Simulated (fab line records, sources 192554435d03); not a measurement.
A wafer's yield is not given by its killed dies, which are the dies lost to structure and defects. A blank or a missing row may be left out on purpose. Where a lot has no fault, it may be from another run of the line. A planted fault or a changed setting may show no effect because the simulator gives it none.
What tool caused it? :: flow n5_finfet :: route of 1938 steps, sampled at 1 step: 7 lots, 20 wafers

WHAT THE GAUGES SHOWED, per wafer
N5_BEOL_M4_RC_MEAS_101. Usual: DIBL_N 36.5 mV/V, standard deviation 2.1; DIBL_P 36.6 mV/V, standard deviation 2.6; IOFF_N 0.17 nA/um, standard deviation 0.044; IOFF_P 0.21 nA/um, standard deviation 0.048; ION_N 674 uA/um, standard deviation 17; ION_P 462 uA/um, standard deviation 9.5; SS_N 71.6 mV/dec, standard deviation 0.77; SS_P 73.5 mV/dec, standard deviation 0.72; VT_N 250 mV, standard deviation 4.2; VT_P -250 mV, standard deviation 3.9.
lot: L750
measured: day 10 01:57
on: prober-02
DIBL_N (mV/V): 33.3 38.8 31.5
DIBL_P (mV/V): 32.4 39.3 30.2
IOFF_N (nA/um): 0.09 0.19 0.08
IOFF_P (nA/um): 0.16 0.26 0.13
ION_N (uA/um): 644 676 636
ION_P (uA/um): 452 469 452
SS_N (mV/dec): 70.7 71.5 70.1
SS_P (mV/dec): 71.9 74.8 72.3
VT_N (mV): 259 250 262
VT_P (mV): -254 -247 -256
flag: 

lot: L757
measured: day 11 10:42
on: prober-02
DIBL_N (mV/V): 35.6 36.0 32.7
DIBL_P (mV/V): 36.7 35.2 32.9
IOFF_N (nA/um): 0.16 0.15 0.11
IOFF_P (nA/um): 0.20 0.17 0.16
ION_N (uA/um): 667 651 653
ION_P (uA/um): 461 445 454
SS_N (mV/dec): 71.5 72.3 70.0
SS_P (mV/dec): 73.4 73.0 73.2
VT_N (mV): 247 253 254
VT_P (mV): -250 -253 -254
flag: 

lot: L764
measured: day 13 12:56
on: prober-02
DIBL_N (mV/V): 35.9 33.9
DIBL_P (mV/V): 32.5 32.2
IOFF_N (nA/um): 0.13 0.11
IOFF_P (nA/um): 0.17 0.17
ION_N (uA/um): 642 643
ION_P (uA/um): 446 449
SS_N (mV/dec): 70.9 70.0
SS_P (mV/dec): 72.0 71.7
VT_N (mV): 254 252
VT_P (mV): -252 -249
flag: 

lot: L767
measured: day 14 11:39
on: prober-01
DIBL_N (mV/V): 36.8 39.7 41.3
DIBL_P (mV/V): 35.2 40.8 41.4
IOFF_N (nA/um): 0.14 0.23 0.27
IOFF_P (nA/um): 0.17 0.27 0.28
ION_N (uA/um): 642 699 686
ION_P (uA/um): 446 477 459
SS_N (mV/dec): 71.7 72.2 73.6
SS_P (mV/dec): 73.2 73.9 74.2
VT_N (mV): 255 247 246
VT_P (mV): -254 -245 -251
flag: 

lot: L769
measured: day 14 19:44
on: prober-01
DIBL_N (mV/V): 37.5 36.8 38.7
DIBL_P (mV/V): 38.9 37.7 40.5
IOFF_N (nA/um): 0.19 0.17 0.22
IOFF_P (nA/um): 0.24 0.23 0.26
ION_N (uA/um): 684 680 683
ION_P (uA/um): 467 472 461
SS_N (mV/dec): 71.8 72.5 72.5
SS_P (mV/dec): 73.3 73.1 73.6
VT_N (mV): 248 249 247
VT_P (mV): -251 -248 -246
flag: 

lot: L771
measured: day 15 03:29
on: prober-02
DIBL_N (mV/V): 34.4 36.6 37.4
DIBL_P (mV/V): 33.6 36.6 37.9
IOFF_N (nA/um): 0.13 0.17 0.18
IOFF_P (nA/um): 0.17 0.22 0.24
ION_N (uA/um): 667 691 679
ION_P (uA/um): 457 472 468
SS_N (mV/dec): 70.5 71.7 71.6
SS_P (mV/dec): 72.3 73.8 73.5
VT_N (mV): 250 249 250
VT_P (mV): -251 -248 -246
flag: 

lot: L772
measured: day 15 13:25
on: prober-01
DIBL_N (mV/V): 34.9 37.3 35.3
DIBL_P (mV/V): 36.2 38.6 35.4
IOFF_N (nA/um): 0.12 0.16 0.13
IOFF_P (nA/um): 0.17 0.21 0.16
ION_N (uA/um): 664 671 666
ION_P (uA/um): 459 469 453
SS_N (mV/dec): 71.3 71.8 71.5
SS_P (mV/dec): 73.3 74.0 72.8
VT_N (mV): 257 252 255
VT_P (mV): -256 -251 -258
flag: 

WHICH TOOL RAN EACH LOT (tool, then ch and the chambers of the sampled wafers, then the start)
Before these readings, the record contains no process step.

WHAT THE TOOLS THEMSELVES READ (means of the sampled wafers that have a number; where no wafer has one, the mark that the record gives instead)
The record holds no such reading with a usual standard deviation.

THE ANSWER, worked out from the rows above alone
Rule: take the mean of a lot's wafers that have a number; if it is more than 3 standard deviations from the usual mean, the lot is off. Also off: a lot with no number at a reading for which 4 or more lots have one. All remaining lots with rows at the step are treated as sound. Order of review: gauges by route order, followed by the tools' own readings, for which a lot's mean as printed above is used. The first step at which some lot is off is used, and at that step the reading that is off furthest; a lot without a number counts as furthest.
No lot is off at any reading shown: from this, nothing can be told.

WHAT THE SIMULATOR HAD PUT IN
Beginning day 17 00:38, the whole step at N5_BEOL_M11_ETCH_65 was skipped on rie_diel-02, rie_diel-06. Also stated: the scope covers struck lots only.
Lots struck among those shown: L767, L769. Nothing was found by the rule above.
